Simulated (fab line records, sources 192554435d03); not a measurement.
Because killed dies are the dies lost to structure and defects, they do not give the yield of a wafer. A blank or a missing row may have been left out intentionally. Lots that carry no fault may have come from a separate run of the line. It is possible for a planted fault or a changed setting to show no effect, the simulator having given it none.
Matching of chambers -- flow n5Finfet -- N5_PASSIVATION_PECVD_35 on pecvd-01: 3 sister chambers
The step deposits SiNx from SiH4/NH3/N2, target thk 700 nm, time 151.3 s. 3 wafers are shown with their chamber, then 7 later ones without.

## WAFERS, EACH WITH ITS CHAMBER
wafer,chamber,throttleValvePct (%)
L088.4,1,26.4
L089.4,2,28.1
L089.5,0,30.9

## WAFERS MISSING THEIR CHAMBER
wafer,throttleValvePct (%)
L089.6,26.9
L093.2,27.0
L093.3,31.3
L093.5,31.1
L094.1,26.5
L094.5,28.0
L094.6,26.9

## WHICH CHAMBER EACH WENT THROUGH
wafer,from the rows above,in truth
L089.6,can't be placed: 1 or 2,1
L093.2,can't be placed: 1 or 2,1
L093.3,0,0
L093.5,0,0
L094.1,1,1
L094.5,2,2
L094.6,can't be placed: 1 or 2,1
4 of 7 placed correctly. Cannot be placed on the basis of these rows: 3; the candidates contain the true chamber in 3. Number placed wrongly: 0.
How it was worked out, from the rows above alone: a wafer's distance from a chamber is the root of the sum, over the readings, of the square of ((its reading less the chamber's mean) divided by the reading's scatter). If the next closest chamber is less than 2 further off than the closest, the wafer can't be placed; otherwise it belongs to the closest. A chamber's mean is the mean of its shown wafers. The scatter (one wafer shown for each chamber): square how far every hidden wafer sits from the nearest shown wafer, average those squares and take the square root.
